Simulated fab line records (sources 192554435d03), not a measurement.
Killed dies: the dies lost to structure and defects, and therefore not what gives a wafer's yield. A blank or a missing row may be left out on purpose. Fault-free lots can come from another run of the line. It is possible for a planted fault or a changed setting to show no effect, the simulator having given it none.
Matching of chambers | flow n5 finfet | rie diel-05 running N5_SDB_DESCUM_16: 4 sister chambers
The step chemistry O2, time 7.9 s. 8 wafers are shown with their chamber, then 10 later ones without.

== EACH WAFER AND ITS CHAMBER ==
wafer  | chamber | drypump motor current A (A) | throttle valve pct (%)
L074.6 | 2       | 5.2                         | 20.28
L080.3 | 1       | 5.2                         | 20.85
L080.4 | 1       | 5.2                         | 20.84
L083.3 | 0       | 6.4                         | 20.33
L083.5 | 0       | 6.5                         | 20.32
L083.6 | 3       | 5.5                         | 20.75
L084.2 | 2       | 5.2                         | 19.93
L084.4 | 3       | 5.6                         | 20.76

== WAFERS MISSING THEIR CHAMBER ==
wafer  | drypump motor current A (A) | throttle valve pct (%)
L084.6 | 5.1                         | 20.88
L088.1 | 6.4                         | 20.35
L088.4 | 5.5                         | 20.80
L088.6 | 5.2                         | 19.95
L089.1 | 6.4                         | 20.35
L089.2 | 5.2                         | 19.94
L089.3 | 5.2                         | 20.88
L092.4 | 5.5                         | 20.80
L092.5 | 6.4                         | 20.37
L092.6 | 5.2                         | 20.59

== EACH ONE'S CHAMBER ==
wafer  | from the rows above     | in truth
L084.6 | 1                       | 1
L088.1 | 0                       | 0
L088.4 | 3                       | 3
L088.6 | 2                       | 2
L089.1 | 0                       | 0
L089.2 | 2                       | 2
L089.3 | 1                       | 1
L092.4 | 3                       | 3
L092.5 | 0                       | 0
L092.6 | can't be placed: 1 or 2 | 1
9 of 10 placed correctly. Cannot be placed on the basis of these rows: 1; the candidates contain the true chamber in 1. Placed wrongly: 0.
How it was worked out, from the rows above alone: a wafer's distance from a chamber is the root of the sum, over the readings, of the square of ((its reading less the chamber's mean) divided by the reading's scatter). The wafer belongs to the nearest chamber; if the next one is less than 2 further off, it can't be placed. Each chamber's mean is taken over the wafers shown for it. The scatter: the root of (the sum of the squares of (reading less its chamber's mean) over the shown wafers, divided by (wafers less chambers)).
